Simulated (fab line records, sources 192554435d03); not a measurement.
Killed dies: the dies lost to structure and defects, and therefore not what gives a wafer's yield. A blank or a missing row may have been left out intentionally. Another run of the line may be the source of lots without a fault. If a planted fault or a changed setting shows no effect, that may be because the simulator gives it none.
Matching of chambers ; flow n5 finfet ; 4 sister chambers for N5_STI_FIN_REVEAL_ALD_14 on ald sin-02
The step deposits Si3N4, target thk 3 nm. 20 wafers are shown with their chamber, then 10 later ones without.

## WAFERS PAIRED WITH THEIR CHAMBERS
wafer;chamber;heater power w (W)
L074.1;1;761
L074.2;2;859
L074.3;0;894
L074.4;3;912
L074.5;0;901
L074.6;3;905
L077.1;3;897
L077.4;2;839
L077.6;3;929
L080.3;3;893
L080.4;2;855
L080.5;2;880
L081.1;1;746
L081.5;3;904
L081.6;2;890
L082.1;0;906
L082.5;1;764
L082.6;0;906
L084.1;2;866
L084.2;1;773

SIGNATURES (means of the wafers above)
reading;chamber 0;chamber 1;chamber 2;chamber 3;scatter within a chamber
heater power w;901.75;761.00;864.83;906.67;13.6
Rule: a wafer lies at a distance from a chamber equal to the root of the sum of squares, over the readings, of (its reading less the chamber's mean, divided by the reading's scatter). The wafer belongs to the nearest chamber; if the next one is less than 2 further off, it can't be placed. The scatter: the root of (the sum of the squares of (reading less its chamber's mean) over the shown wafers, divided by (wafers less chambers)).

## WAFERS WHOSE CHAMBER IS MISSING
wafer;heater power w (W)
L084.3;906
L085.1;898
L085.3;921
L085.4;851
L086.1;905
L086.3;865
L086.5;890
L088.1;901
L088.2;751
L088.5;892

## WHICH CHAMBER EACH WENT THROUGH
wafer;from the rows above;in truth
L084.3;can't be placed: 3 or 0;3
L085.1;can't be placed: 0 or 3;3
L085.3;can't be placed: 3 or 0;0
L085.4;2;2
L086.1;can't be placed: 3 or 0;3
L086.3;2;2
L086.5;can't be placed: 0 or 3 or 2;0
L088.1;can't be placed: 0 or 3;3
L088.2;1;1
L088.5;can't be placed: 0 or 3 or 2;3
Placed correctly: 3 of 10. These rows do not allow placing 7 (true chamber among the candidates in 7). Placed wrongly: 0.
